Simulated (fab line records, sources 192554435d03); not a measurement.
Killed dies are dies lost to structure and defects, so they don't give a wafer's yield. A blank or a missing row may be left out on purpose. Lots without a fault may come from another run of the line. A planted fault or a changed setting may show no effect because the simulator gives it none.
Which tool did it? | flow n5_finfet | 11 lots, 33 wafers sampled, at 1 step of a route of 1938

WHAT THE GAUGES READ, wafer by wafer
N5_BEOL_M11_CD_MEAS_35: target cd 70 nm.
lot  | measured     | on        | cd_nm (nm)
L262 | day 9 22:13  | cd_sem-02 | 69.3 70.2 69.4
L266 | day 11 00:13 | cd_sem-01 | 70.3 70.3 69.8
L265 | day 11 00:41 | cd_sem-02 | 70.8 70.2 69.7
L275 | day 13 13:21 | cd_sem-02 | 69.0 69.5 69.4
L277 | day 13 22:28 | cd_sem-03 | 68.2 71.5 69.3
L274 | day 13 22:57 | cd_sem-01 | 70.4 68.9 71.3
L278 | day 14 16:03 | cd_sem-03 | 70.3 70.1 69.6
L279 | day 15 03:52 | cd_sem-01 | 68.9 69.7 69.7
L281 | day 15 06:08 | cd_sem-01 | 68.4 69.7 69.7
L284 | day 15 20:19 | cd_sem-02 | 70.5 70.0 69.9
L285 | day 16 05:38 | cd_sem-02 | 69.9 69.6 70.3

WHICH TOOL RAN EACH LOT (tool, then ch and the chambers of the sampled wafers, then the start)
The record holds no process step before these readings.

THE ANSWER, worked out from the rows above alone
Rule: what is usual is taken from the lots themselves. Put in order of their means at a reading, lots are off if they are a third of the lots or fewer, leave a main group of 4 or more, and stand apart from it by a gap of 3 or more times the standard deviation of the main group's means; of several such gaps the widest counts. A main group whose means are all the same, to the digits that the tables above print for the reading, isn't used. A lot without any number at a reading at which 4 lots or more have one is off too. The other lots that the step has rows for count as sound.
No lot is off at any reading shown: from this, nothing can be told.

WHAT THE SIMULATOR HAD PUT IN
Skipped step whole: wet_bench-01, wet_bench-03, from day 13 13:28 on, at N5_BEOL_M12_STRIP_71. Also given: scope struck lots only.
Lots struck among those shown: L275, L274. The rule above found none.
